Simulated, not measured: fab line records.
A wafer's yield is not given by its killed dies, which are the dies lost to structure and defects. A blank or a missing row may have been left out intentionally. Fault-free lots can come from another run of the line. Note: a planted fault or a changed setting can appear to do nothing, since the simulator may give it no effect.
Which tool is to blame? | flow n5-finfet | 6 lots, 18 wafers sampled, at 2 steps of a route of 1938

WHAT THE GAUGES SHOWED, per wafer
N5_BEOL_M13_CD_MEAS_28: target cd 209.5 nm.
lot  | measured     | on        | cd-nm (nm)
L370 | day 11 12:42 | cd-sem-03 | 208.5 211.0 209.8
L372 | day 12 05:22 | cd-sem-02 | 209.0 210.9 209.8
L375 | day 13 00:06 | cd-sem-01 | 210.4 209.0 208.7
L376 | day 13 12:43 | cd-sem-03 | 210.4 209.8 211.1
L379 | day 13 23:01 | cd-sem-03 | 209.8 210.6 210.3
L383 | day 15 03:05 | cd-sem-01 | 354.1 286.7 318.4

TOOL THAT RAN EACH LOT (tool first, then ch and the chambers of the sampled wafers, then the start)
lot  | N5_BEOL_M13_EXPOSE_25
L370 | krf-scanner-01 ch 0, day 11 12:32
L372 | krf-scanner-02 ch 0, day 12 05:12
L375 | krf-scanner-01 ch 0, day 12 23:56
L376 | krf-scanner-01 ch 0, day 13 12:32
L379 | krf-scanner-02 ch 0, day 13 22:51
L383 | krf-scanner-02 ch 0, day 15 02:55
- N5_BEOL_M13_EXPOSE_25: exposes mask M13, target cd 210 nm.

THE ANSWER, worked out from the rows above alone
Rule: what is usual is taken from the lots themselves. The widest of any qualifying gaps counts: lots, ordered by their means at a reading, are off when they make up no more than a third of the lots, leave a main group of 4 or more, and stand apart from it by 3 or more times the standard deviation of that group's means. A main group whose means are all the same, to the digits that the tables above print for the reading, isn't used. Also off: a lot with no number at a reading for which 4 or more lots have one. The other lots that the step has rows for count as sound.
Off at N5_BEOL_M13_CD_MEAS_28 (cd-nm): L383. The main group: mean 209.9 nm, standard deviation 0.37.
A tool fits if, at a process step before that reading, it ran every lot that is off, and no sound lot after the first of them. Gauges at N5_BEOL_M13_CD_MEAS_28: tried the same way as those tools. Can't be told from this: 2 tools fit, krf-scanner-02 at N5_BEOL_M13_EXPOSE_25, cd-sem-01 at N5_BEOL_M13_CD_MEAS_28.

WHAT THE SIMULATOR HAD INSERTED
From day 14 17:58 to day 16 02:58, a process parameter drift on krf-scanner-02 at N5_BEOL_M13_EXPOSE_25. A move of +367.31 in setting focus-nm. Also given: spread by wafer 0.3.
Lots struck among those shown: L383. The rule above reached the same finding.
